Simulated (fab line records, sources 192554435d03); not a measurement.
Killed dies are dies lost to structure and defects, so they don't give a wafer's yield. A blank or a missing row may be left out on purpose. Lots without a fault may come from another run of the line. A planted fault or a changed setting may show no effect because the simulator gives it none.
fab line records | flow n5_finfet
record lots=24 wafers=72 last_day=17
route steps=1938 shown BEOL_M2@902 BEOL_M3@956
lots that met no fault: from a run of the same line without faults
start_h: hours from the record's first day to the start of the lot's first wafer shown | wait_h: hours since the lot's step before | " the same as in the row above | L1.1+2: a row that stands for several wafers | - no value, or no start given | * or withheld: withheld | < > ~ a bound
route shown NAME@n: a module of which the file shows steps, and the number in the route of the first | usual: mean/standard deviation of fault-free wafers | same: alike in all rows | chamber/n: place in a boat | sites: the reading at each site | _std_site: their standard deviation | _edge_site: outer sites' mean less inner sites' | radius_mm: how far each site lies from the wafer's centre | mask NAME#n: copy n | behind: the tool/chamber that last shaped the wafer | hold: why the lot was held/for how many hours/how that ended | device: the transistor (n, p or np) that didn't switch | end of line: the same wafers' tests at the end of the route | a step without rows: its recipe alone | killed: dies lost to structure and defects at the first sort, not the wafer's yield | map: a wafer's dies, x killed, . not, _ none there
set.NAME: the setting as run; set.NAME@STEP: as run at that earlier step | model.NAME: the simulator's own value behind a step, which no gauge read
steps of the route over a sample of lots; a table a step, a row a wafer
services: from which hour (start_h, from the record's first day; less than 0 if before it) a tool's chamber was out of use, for how many hours, and why
## steps
# step N5_BEOL_M2_SURFACE_TREAT_85
# recipe gas=Ar time_s=* ion_energy_ev=* ion_current_ma_cm2=0.5 pressure_mtorr=* ar_flow_sccm=30
# usual throttle_valve_pct=*
# columns lot.wafer tool chamber start_h wait_h throttle_valve_pct
L075.2 pvd_sputter-01 - 145.45 0.2 *
L075.3 " - " " *
L075.4 " - " " *
L074.2 pvd_sputter-02 - 147.56 0.1 *
L074.3 " - " " *
L074.5 " - " " *
L076.1 pvd_sputter-03 - 150.63 0.2 *
L076.2 " - " " *
L076.5 " - " " *
L077.1 pvd_sputter-02 - 162.60 0.3 *
L077.2 " - " " *
L077.3 " - " " *
L078.2 pvd_sputter-03 - 165.55 0.4 *
L078.3 " - " " *
L078.6 " - " " *
L079.1 pvd_sputter-01 - 171.65 0.4 *
L079.4 " - " " *
L079.5 " - " " *
L080.2 pvd_sputter-01 - 178.99 0.1 *
L080.3 " - " " *
L080.6 " - " " *
L081.1 pvd_sputter-02 - 189.67 0.4 *
L081.3 " - " " *
L081.6 " - " " *
L082.2 pvd_sputter-02 - 193.69 0.4 *
L082.3 " - " " *
L082.5 " - " " *
L083.1 pvd_sputter-02 - 197.92 0.4 *
L083.2 " - " " *
L083.6 " - " " *
L084.2 pvd_sputter-02 - 202.57 0.3 *
L084.3 " - " " *
L084.6 " - " " *
L085.1 pvd_sputter-02 - 202.61 0.3 *
L085.2 " - " " *
L085.3 " - " " *
L086.3 pvd_sputter-03 - 221.71 0.1 *
L086.5 " - " " *
L086.6 " - " " *
L088.1 pvd_sputter-03 - 221.75 0.2 *
L088.4 " - " " *
L088.5 " - " " *
L087.3 pvd_sputter-03 - 221.92 0.1 *
L087.4 " - " " *
L087.5 " - " " *
L091.2 pvd_sputter-01 - 233.87 0.1 *
L091.3 " - " " *
L091.6 " - " " *
L089.1 pvd_sputter-02 - 234.08 0.1 *
L089.2 " - " " *
L089.6 " - " " *
L090.3 pvd_sputter-03 - 235.67 1.4 *
L090.4 " - " " *
L090.5 " - " " *
L092.1 pvd_sputter-03 - 243.45 0.2 *
L092.2 " - " " *
L092.5 " - " " *
L093.1 pvd_sputter-01 - 251.37 0.2 *
L093.2 " - " " *
L093.5 " - " " *
L094.1 pvd_sputter-02 - 251.45 0.2 *
L094.2 " - " " *
L094.4 " - " " *
L095.1 pvd_sputter-01 - 268.52 0.2 *
L095.3 " - " " *
L095.6 " - " " *
L097.1 pvd_sputter-03 - 282.42 0.2 *
L097.4 " - " " *
L097.6 " - " " *
L096.2 pvd_sputter-03 - 285.37 0.1 *
L096.5 " - " " *
L096.6 " - " " *
# step N5_BEOL_M2_SPUTTER_79
# recipe material=Cu target_thk_a=45 temp_c=-20 chamber_pressure_pa=0.07 power_w=withheld time_s=8.29
# usual throttle_valve_pct=30.1/0.64
# columns lot.wafer tool chamber start_h wait_h throttle_valve_pct
L075.2 pvd_sputter-03 - 146.71 0.1 28.7
L075.3 " - " " 30.6
L075.4 " - " " 30.1
L074.2 pvd_sputter-02 - 148.14 0.1 30.2
L074.3 " - " " 29.0
L074.5 " - " " 29.4
L076.1 pvd_sputter-02 - 152.26 0.1 30.1
L076.2 " - " " 30.0
L076.5 " - " " 30.4
L077.1 pvd_sputter-02 - 163.26 0.1 30.0
L077.2 " - " " 30.0
L077.3 " - " " 29.0
L078.2 pvd_sputter-02 - 166.44 0.1 30.8
L078.3 " - " " 29.9
L078.6 " - " " 29.4
L079.1 pvd_sputter-01 - 172.67 0.1 29.9
L079.4 " - " " 30.7
L079.5 " - " " 30.1
L080.2 pvd_sputter-02 - 179.64 0.1 30.3
L080.3 " - " " 31.0
L080.6 " - " " 30.7
L081.1 pvd_sputter-02 - 190.23 0.1 30.4
L081.3 " - " " 29.3
L081.6 " - " " 29.1
L082.2 pvd_sputter-02 - 194.35 0.1 29.2
L082.3 " - " " 30.4
L082.5 " - " " 30.3
L083.1 pvd_sputter-02 - 198.91 0.1 30.2
L083.2 " - " " 30.2
L083.6 " - " " 30.0
L084.2 pvd_sputter-01 - 203.08 0.1 29.5
L084.3 " - " " 30.5
L084.6 " - " " 30.5
L085.1 pvd_sputter-01 - 204.92 0.1 29.9
L085.2 " - " " 30.6
L085.3 " - " " 30.6
L086.3 pvd_sputter-02 - 222.16 0.1 30.4
L086.5 " - " " 31.1
L086.6 " - " " 29.1
L088.1 pvd_sputter-03 - 222.26 0.1 31.0
L088.4 " - " " 30.8
L088.5 " - " " 28.8
L087.3 pvd_sputter-01 - 223.78 0.1 29.5
L087.4 " - " " 30.6
L087.5 " - " " 30.0
L091.2 pvd_sputter-02 - 234.34 0.1 29.2
L091.3 " - " " 30.4
L091.6 " - " " 29.2
L089.1 pvd_sputter-01 - 234.58 0.1 29.8
L089.2 " - " " 29.5
L089.6 " - " " 30.7
L090.3 pvd_sputter-03 - 236.13 0.1 30.2
L090.4 " - " " 28.8
L090.5 " - " " 30.6
L092.1 pvd_sputter-02 - 245.13 0.1 29.0
L092.2 " - " " 30.4
L092.5 " - " " 29.1
L093.1 pvd_sputter-01 - 251.83 0.1 29.8
L093.2 " - " " 29.1
L093.5 " - " " 30.6
L094.1 pvd_sputter-03 - 253.40 0.1 28.9
L094.2 " - " " 30.8
L094.4 " - " " 30.4
L095.1 pvd_sputter-03 - 269.22 0.1 30.6
L095.3 " - " " 30.6
L095.6 " - " " 30.6
L097.1 pvd_sputter-01 - 282.87 0.1 30.7
L097.4 " - " " 29.4
L097.6 " - " " 29.5
L096.2 pvd_sputter-03 - 285.89 0.1 30.6
L096.5 " - " " 28.6
L096.6 " - " " 30.6
# step N5_BEOL_M2_ANNEAL_89
# recipe temp_c=400 time_s=240 ambient=vacuum
# usual heater_power_w=804/96
# columns lot.wafer tool chamber start_h wait_h heater_power_w
L075.2 pvd_sputter-03 - 147.45 0.0 844
L075.3 " - " " 968
L075.4 " - " " 658
L074.2 pvd_sputter-02 - 148.88 0.0 896
L074.3 " - " " 937
L074.5 " - " " 932
L076.1 pvd_sputter-02 - 153.00 0.0 681
L076.2 " - " " 872
L076.5 " - " " 868
L077.1 pvd_sputter-02 - 164.00 0.0 878
L077.2 " - " " 670
L077.3 " - " " 954
L078.2 pvd_sputter-02 - 167.18 0.0 710
L078.3 " - " " 865
L078.6 " - " " 968
L079.1 pvd_sputter-01 - 173.41 0.0 832
L079.4 " - " " 791
L079.5 " - " " 853
L080.2 pvd_sputter-02 - 180.38 0.0 654
L080.3 " - " " 717
L080.6 " - " " 718
L081.1 pvd_sputter-02 - 190.97 0.0 899
L081.3 " - " " 929
L081.6 " - " " 944
L082.2 pvd_sputter-02 - 195.09 0.0 938
L082.3 " - " " 890
L082.5 " - " " 673
L083.1 pvd_sputter-02 - 199.65 0.0 882
L083.2 " - " " 681
L083.6 " - " " 878
L084.2 pvd_sputter-01 - 203.82 0.0 813
L084.3 " - " " 794
L084.6 " - " " 787
L085.1 pvd_sputter-01 - 205.66 0.0 862
L085.2 " - " " 795
L085.3 " - " " 807
L086.3 pvd_sputter-02 - 222.90 0.0 876
L086.5 " - " " 703
L086.6 " - " " 939
L088.1 pvd_sputter-03 - 223.00 0.0 708
L088.4 " - " " 935
L088.5 " - " " 881
L087.3 pvd_sputter-01 - 224.52 0.0 798
L087.4 " - " " 786
L087.5 " - " " 860
L091.2 pvd_sputter-02 - 235.08 0.0 958
L091.3 " - " " 885
L091.6 " - " " 925
L089.1 pvd_sputter-01 - 235.32 0.0 849
L089.2 " - " " 798
L089.6 " - " " 816
L090.3 pvd_sputter-03 - 236.87 0.0 670
L090.4 " - " " 855
L090.5 " - " " 935
L092.1 pvd_sputter-02 - 245.87 0.0 910
L092.2 " - " " 881
L092.5 " - " " 938
L093.1 pvd_sputter-01 - 252.57 0.0 840
L093.2 " - " " 789
L093.5 " - " " 792
L094.1 pvd_sputter-03 - 254.14 0.0 880
L094.2 " - " " 688
L094.4 " - " " 970
L095.1 pvd_sputter-03 - 269.96 0.0 936
L095.3 " - " " 716
L095.6 " - " " 970
L097.1 pvd_sputter-01 - 283.61 0.0 796
L097.4 " - " " 797
L097.6 " - " " 800
L096.2 pvd_sputter-03 - 286.63 0.0 960
L096.5 " - " " 864
L096.6 " - " " 702
# step N5_BEOL_M2_SPUTTER_90
# recipe material=Cu target_thk_a=45 temp_c=-20 chamber_pressure_pa=0.07 power_w=withheld time_s=8.29
# usual throttle_valve_pct=30.1/0.64
# columns lot.wafer tool chamber start_h wait_h throttle_valve_pct
L075.2 pvd_sputter-03 - 147.59 0.1 28.8
L075.3 " - " " 30.5
L075.4 " - " " 29.9
L074.2 pvd_sputter-02 - 149.02 0.1 30.1
L074.3 " - " " 29.2
L074.5 " - " " 29.1
L076.1 pvd_sputter-02 - 153.14 0.1 30.0
L076.2 " - " " 30.4
L076.5 " - " " 30.4
L077.1 pvd_sputter-02 - 164.14 0.1 30.3
L077.2 " - " " 29.9
L077.3 " - " " 29.1
L078.2 pvd_sputter-02 - 167.32 0.1 30.9
L078.3 " - " " 30.3
L078.6 " - " " 29.2
L079.1 pvd_sputter-01 - 173.55 0.1 29.8
L079.4 " - " " 30.4
L079.5 " - " " 30.0
L080.2 pvd_sputter-02 - 180.52 0.1 30.3
L080.3 " - " " 30.7
L080.6 " - " " 30.9
L081.1 pvd_sputter-02 - 191.11 0.1 30.1
L081.3 " - " " 29.3
L081.6 " - " " 29.4
L082.2 pvd_sputter-02 - 195.23 0.1 29.2
L082.3 " - " " 30.3
L082.5 " - " " 30.2
L083.1 pvd_sputter-02 - 199.79 0.1 30.4
L083.2 " - " " 30.0
L083.6 " - " " 30.5
L084.2 pvd_sputter-01 - 203.96 0.1 29.4
L084.3 " - " " 30.5
L084.6 " - " " 30.4
L085.1 pvd_sputter-01 - 205.80 0.1 30.1
L085.2 " - " " 30.4
L085.3 " - " " 30.4
L086.3 pvd_sputter-02 - 223.04 0.1 30.2
L086.5 " - " " 30.6
L086.6 " - " " 29.2
L088.1 pvd_sputter-03 - 223.14 0.1 31.0
L088.4 " - " " 30.5
L088.5 " - " " 28.8
L087.3 pvd_sputter-01 - 224.66 0.1 29.3
L087.4 " - " " 30.7
L087.5 " - " " 30.2
L091.2 pvd_sputter-02 - 235.22 0.1 29.3
L091.3 " - " " 30.2
L091.6 " - " " 29.1
L089.1 pvd_sputter-01 - 235.46 0.1 29.9
L089.2 " - " " 29.4
L089.6 " - " " 30.5
L090.3 pvd_sputter-03 - 237.01 0.1 29.9
L090.4 " - " " 28.6
L090.5 " - " " 30.6
L092.1 pvd_sputter-02 - 246.01 0.1 29.4
L092.2 " - " " 30.3
L092.5 " - " " 29.2
L093.1 pvd_sputter-01 - 252.71 0.1 30.0
L093.2 " - " " 29.6
L093.5 " - " " 30.8
L094.1 pvd_sputter-03 - 254.28 0.1 28.6
L094.2 " - " " 30.7
L094.4 " - " " 30.7
L095.1 pvd_sputter-03 - 270.10 0.1 30.4
L095.3 " - " " 30.8
L095.6 " - " " 30.5
L097.1 pvd_sputter-01 - 283.75 0.1 30.5
L097.4 " - " " 29.3
L097.6 " - " " 29.3
L096.2 pvd_sputter-03 - 286.77 0.1 30.3
L096.5 " - " " 29.1
L096.6 " - " " 30.8
# step N5_BEOL_M2_THK_MEAS_53
# recipe thk_meas_gauge=xrf reads=Cu_of_BEOL_M2_ECD_50
# usual M2_THK=39.4/1.6
# columns lot.wafer tool chamber start_h wait_h M2_THK[nm]
L075.2 film_metro-01 - 149.04 - 41.7
L075.3 " - " " 40.4
L075.4 " - " " 39.5
L074.2 film_metro-02 - 150.55 - 43.1
L074.3 " - " " 40.6
L074.5 " - " " 39.6
L076.1 film_metro-01 - 156.22 - 39.7
L076.2 " - " " 40.5
L076.5 " - " " 41.5
L077.1 film_metro-01 - 166.35 - 39.0
L077.2 " - " " 38.1
L077.3 " - " " 39.1
L078.2 film_metro-01 - 168.77 - 38.9
L078.3 " - " " 38.4
L078.6 " - " " 35.5
L079.1 film_metro-02 - 175.18 - 38.4
L079.4 " - " " 42.3
L079.5 " - " " 39.4
L080.2 film_metro-01 - 182.22 - 39.9
L080.3 " - " " 41.0
L080.6 " - " " 41.5
L081.1 film_metro-01 - 193.14 - 39.4
L081.3 " - " " 35.1
L081.6 " - " " 37.6
L082.2 film_metro-01 - 196.79 - 37.5
L082.3 " - " " 39.6
L082.5 " - " " 38.8
L083.1 film_metro-02 - 201.24 - 38.6
L083.2 " - " " 39.1
L083.6 " - " " 40.3
L084.2 film_metro-01 - 205.41 - 41.1
L084.3 " - " " 39.7
L084.6 " - " " 39.0
L085.1 film_metro-02 - 207.65 - 42.3
L085.2 " - " " 40.2
L085.3 " - " " 40.2
L086.3 film_metro-02 - 224.49 - 40.4
L086.5 " - " " 41.3
L086.6 " - " " 40.9
L088.1 film_metro-02 - 224.59 - 39.4
L088.4 " - " " 41.4
L088.5 " - " " 41.3
L087.3 film_metro-02 - 226.11 - 38.3
L087.4 " - " " 39.5
L087.5 " - " " 38.5
L091.2 film_metro-02 - 236.67 - 40.6
L091.3 " - " " 40.5
L091.6 " - " " 41.2
L089.1 film_metro-02 - 236.94 - 40.6
L089.2 " - " " 41.3
L089.6 " - " " 41.4
L090.3 film_metro-01 - 238.45 - 38.8
L090.4 " - " " 41.3
L090.5 " - " " 41.4
L092.1 film_metro-01 - 247.46 - 39.1
L092.2 " - " " 38.5
L092.5 " - " " 40.1
L093.1 film_metro-01 - 254.18 - 37.8
L093.2 " - " " 38.4
L093.5 " - " " 35.6
L094.1 film_metro-02 - 255.73 - 37.8
L094.2 " - " " 40.7
L094.4 " - " " 40.6
L095.1 film_metro-02 - 271.97 - 38.6
L095.3 " - " " 39.9
L095.6 " - " " 36.0
L097.1 film_metro-02 - 285.20 - 37.0
L097.4 " - " " 39.4
L097.6 " - " " 37.7
L096.2 film_metro-01 - 288.21 - 37.9
L096.5 " - " " 38.6
L096.6 " - " " 38.1
# step N5_BEOL_M3_CD_MEAS_18
# recipe pitch_nm=36 target_cd_nm=18
# usual cd_nm=18.1/0.32
# columns lot.wafer tool chamber start_h wait_h cd_nm
L075.2 cd_sem-03 - 150.91 0.1 18.1
L075.3 " - " " 18.3
L075.4 " - " " 18.2
L074.2 cd_sem-01 - 155.03 0.1 18.4
L074.3 " - " " 18.0
L074.5 " - " " 18.4
L076.1 cd_sem-02 - 158.89 0.0 18.4
L076.2 " - " " 17.9
L076.5 " - " " 18.2
L077.1 cd_sem-01 - 171.01 0.0 18.1
L077.2 " - " " 18.2
L077.3 " - " " 17.7
L078.2 cd_sem-02 - 171.42 0.1 18.2
L078.3 " - " " 18.8
L078.6 " - " " 18.7
L079.1 cd_sem-01 - 179.09 0.0 17.5
L079.4 " - " " 18.1
L079.5 " - " " 18.2
L080.2 cd_sem-01 - 184.55 0.1 18.2
L080.3 " - " " 18.5
L080.6 " - " " 17.3
L081.1 cd_sem-03 - 198.37 0.0 18.5
L081.3 " - " " 18.2
L081.6 " - " " 18.5
L082.2 cd_sem-03 - 198.60 0.1 18.6
L082.3 " - " " 18.5
L082.5 " - " " 18.3
L083.1 cd_sem-02 - 203.15 0.0 17.8
L083.2 " - " " 18.2
L083.6 " - " " 17.7
L084.2 cd_sem-02 - 207.33 0.1 18.1
L084.3 " - " " 18.3
L084.6 " - " " 18.3
L085.1 cd_sem-03 - 210.67 0.0 18.1
L085.2 " - " " 17.4
L085.3 " - " " 18.5
L086.3 cd_sem-03 - 228.19 0.1 18.1
L086.5 " - " " 18.3
L086.6 " - " " 17.9
L088.1 cd_sem-02 - 228.29 0.0 18.1
L088.4 " - " " 18.4
L088.5 " - " " 18.8
L087.3 cd_sem-01 - 228.50 0.1 17.7
L087.4 " - " " 18.3
L087.5 " - " " 18.2
L091.2 cd_sem-03 - 238.96 0.1 18.3
L091.3 " - " " 17.9
L091.6 " - " " 18.3
L089.1 cd_sem-01 - 239.17 0.0 18.3
L089.2 " - " " 18.3
L089.6 " - " " 18.8
L090.3 cd_sem-01 - 242.42 0.1 18.0
L090.4 " - " " 17.8
L090.5 " - " " 17.8
L092.1 cd_sem-02 - 249.04 0.0 18.2
L092.2 " - " " 18.4
L092.5 " - " " 18.1
L093.1 cd_sem-01 - 257.59 0.0 17.5
L093.2 " - " " 17.8
L093.5 " - " " 18.1
L094.1 cd_sem-01 - 259.53 0.0 18.6
L094.2 " - " " 18.3
L094.4 " - " " 18.1
L095.1 cd_sem-03 - 275.69 0.0 18.2
L095.3 " - " " 18.2
L095.6 " - " " 18.2
L097.1 cd_sem-01 - 286.78 0.0 17.7
L097.4 " - " " 18.3
L097.6 " - " " 18.4
L096.2 cd_sem-03 - 291.51 0.1 17.5
L096.5 " - " " 18.1
L096.6 " - " " 17.7
## services
# columns tool chamber start_h hours kind
pvd_sputter-01 - 151.43 3.4 repair
## key
fault none
